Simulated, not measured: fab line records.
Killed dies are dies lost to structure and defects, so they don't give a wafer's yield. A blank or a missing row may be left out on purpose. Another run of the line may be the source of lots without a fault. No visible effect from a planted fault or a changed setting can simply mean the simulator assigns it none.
Chamber matching | flow n5-finfet | N5_BEOL_M3_STRIP_36 on rie-diel-03: 4 sister chambers
The step strips in N2/H2. 18 wafers are shown with their chamber, then 9 later ones without.

EACH WAFER AND ITS CHAMBER
wafer  | chamber | showerhead-plenum-p-Torr (Torr) | drypump-motor-current-A (A) | oes-product-au (a.u.)
L074.3 | 3       | 2.59                            | 5.4                         | 0.91
L074.4 | 0       | 2.52                            | 5.6                         | 0.71
L074.5 | 2       | 2.65                            | 5.0                         | 0.76
L076.1 | 3       | 2.59                            | 5.4                         | 0.88
L076.4 | 2       | 2.64                            | 5.0                         | 0.75
L076.6 | 0       | 2.51                            | 5.5                         | 0.71
L077.1 | 3       | 2.59                            | 5.3                         | 0.89
L077.2 | 1       | 2.43                            | 6.1                         | 0.74
L077.5 | 2       | 2.64                            | 5.0                         | 0.75
L081.1 | 3       | 2.58                            | 5.4                         | 0.88
L081.3 | 2       | 2.64                            | 5.0                         | 0.75
L081.4 | 3       | 2.58                            | 5.4                         | 0.87
L084.3 | 0       | 2.51                            | 5.5                         | 0.71
L084.5 | 0       | 2.51                            | 5.6                         | 0.71
L084.6 | 1       | 2.43                            | 6.1                         | 0.73
L092.2 | 0       | 2.51                            | 5.6                         | 0.71
L092.3 | 2       | 2.63                            | 5.0                         | 0.74
L092.4 | 3       | 2.58                            | 5.3                         | 0.87

SIGNATURES (means of the wafers above)
reading                  | chamber 0 | chamber 1 | chamber 2 | chamber 3 | scatter within a chamber
showerhead-plenum-p-Torr | 2.5120    | 2.4300    | 2.6400    | 2.5850    | 0.00554
drypump-motor-current-A  | 5.560     | 6.100     | 5.000     | 5.367     | 0.0425
oes-product-au           | 0.7100    | 0.7350    | 0.7500    | 0.8833    | 0.00994
Rule: for a wafer and a chamber, the distance is found by dividing, reading by reading, the gap between the wafer's reading and the chamber's mean by the reading's scatter, squaring, summing and taking the root. If the next closest chamber is less than 2 further off than the closest, the wafer can't be placed; otherwise it belongs to the closest. The scatter: take each reading less its chamber's mean, square it, sum over the shown wafers, divide by the number of wafers less the number of chambers, and take the root.

WAFERS WHOSE CHAMBER IS MISSING
wafer  | showerhead-plenum-p-Torr (Torr) | drypump-motor-current-A (A) | oes-product-au (a.u.)
L089.2 | 2.63                            | 5.0                         | 0.73
L089.4 | 2.57                            | 5.4                         | 0.84
L089.5 | 2.57                            | 5.4                         | 0.85
L095.1 | 2.42                            | 6.1                         | 0.71
L095.4 | 2.63                            | 5.0                         | 0.73
L095.6 | 2.42                            | 6.2                         | 0.72
L094.1 | 2.50                            | 5.5                         | 0.69
L094.2 | 2.57                            | 5.3                         | 0.83
L094.6 | 2.50                            | 5.5                         | 0.69

WHICH CHAMBER EACH ONE RAN IN
wafer  | from the rows above | in truth
L089.2 | 2                   | 2
L089.4 | 3                   | 3
L089.5 | 3                   | 3
L095.1 | 1                   | 1
L095.4 | 2                   | 2
L095.6 | 1                   | 1
L094.1 | 0                   | 0
L094.2 | 3                   | 3
L094.6 | 0                   | 0
Placed correctly: 9 of 9. Number that these rows cannot place: 0. Placed wrongly: 0.
